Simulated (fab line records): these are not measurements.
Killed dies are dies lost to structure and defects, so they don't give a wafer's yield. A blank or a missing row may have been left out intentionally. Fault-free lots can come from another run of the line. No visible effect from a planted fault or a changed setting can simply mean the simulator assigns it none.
What tool caused it? / flow n5 finfet / Sampling: 12 lots, 36 wafers, 2 of 1938 route steps

## WHAT THE GAUGES SHOWED, per wafer
N5_BEOL_M6_INSPECT_30: inspects for defects (brightfield).
lot=L077; measured=day 9 05:47; on=defect inspect-01; raw defect count=388 280 304
lot=L074; measured=day 9 15:43; on=defect inspect-02; raw defect count=584 522 408
lot=L078; measured=day 10 01:02; on=defect inspect-02; raw defect count=519 637 476
lot=L081; measured=day 10 06:50; on=defect inspect-02; raw defect count=479 465 439
lot=L083; measured=day 11 00:16; on=defect inspect-02; raw defect count=298 309 332
lot=L085; measured=day 11 18:35; on=defect inspect-02; raw defect count=466 437 495
lot=L087; measured=day 12 04:34; on=defect inspect-01; raw defect count=362 347 361
lot=L089; measured=day 12 15:10; on=defect inspect-02; raw defect count=479 510 295
lot=L090; measured=day 13 04:49; on=defect inspect-01; raw defect count=423 406 316
lot=L094; measured=day 13 12:41; on=defect inspect-01; raw defect count=298 282 373
lot=L095; measured=day 14 02:03; on=defect inspect-01; raw defect count=238 437 418
lot=L097; measured=day 14 09:05; on=defect inspect-02; raw defect count=581 485 592

## WHICH TOOL RAN EACH LOT (tool, then ch and the chambers of the sampled wafers, then the start)
lot=L077; N5_BEOL_M6_STRIP_19=rie diel-03 ch 0,1,2, day 9 02:17
lot=L074; N5_BEOL_M6_STRIP_19=rie diel-05 ch 1,2,3, day 9 12:26
lot=L078; N5_BEOL_M6_STRIP_19=rie diel-05 ch 0,1,3, day 9 22:42
lot=L081; N5_BEOL_M6_STRIP_19=rie diel-03 ch 1,2, day 10 05:37
lot=L083; N5_BEOL_M6_STRIP_19=rie diel-03 ch 0,1,2, day 10 23:34
lot=L085; N5_BEOL_M6_STRIP_19=rie diel-06 ch 2,3, day 11 18:06
lot=L087; N5_BEOL_M6_STRIP_19=rie diel-06 ch 1,2,3, day 12 03:35
lot=L089; N5_BEOL_M6_STRIP_19=rie diel-06 ch 0,3, day 12 14:34
lot=L090; N5_BEOL_M6_STRIP_19=rie diel-05 ch 0,1,3, day 13 00:54
lot=L094; N5_BEOL_M6_STRIP_19=rie diel-03 ch 1,2,3, day 13 11:03
lot=L095; N5_BEOL_M6_STRIP_19=rie diel-03 ch 0,2, day 14 01:28
lot=L097; N5_BEOL_M6_STRIP_19=rie diel-06 ch 0,2, day 14 07:44
- N5_BEOL_M6_STRIP_19: strips in O2.

## THE ANSWER, worked out from the rows above alone
Rule: the lots themselves supply what counts as usual. Put in order of their means at a reading, lots are off if they are a third of the lots or fewer, leave a main group of 4 or more, and stand apart from it by a gap of 3 or more times the standard deviation of the main group's means; of several such gaps the widest counts. A main group whose means are all the same, to the digits that the tables above print for the reading, isn't used. Also off: a lot with no number at a reading for which 4 or more lots have one. The other lots that the step has rows for count as sound.
Across all readings shown, no lot is off: no conclusion can be drawn from this.

## WHAT HAD BEEN PUT IN BY THE SIMULATOR
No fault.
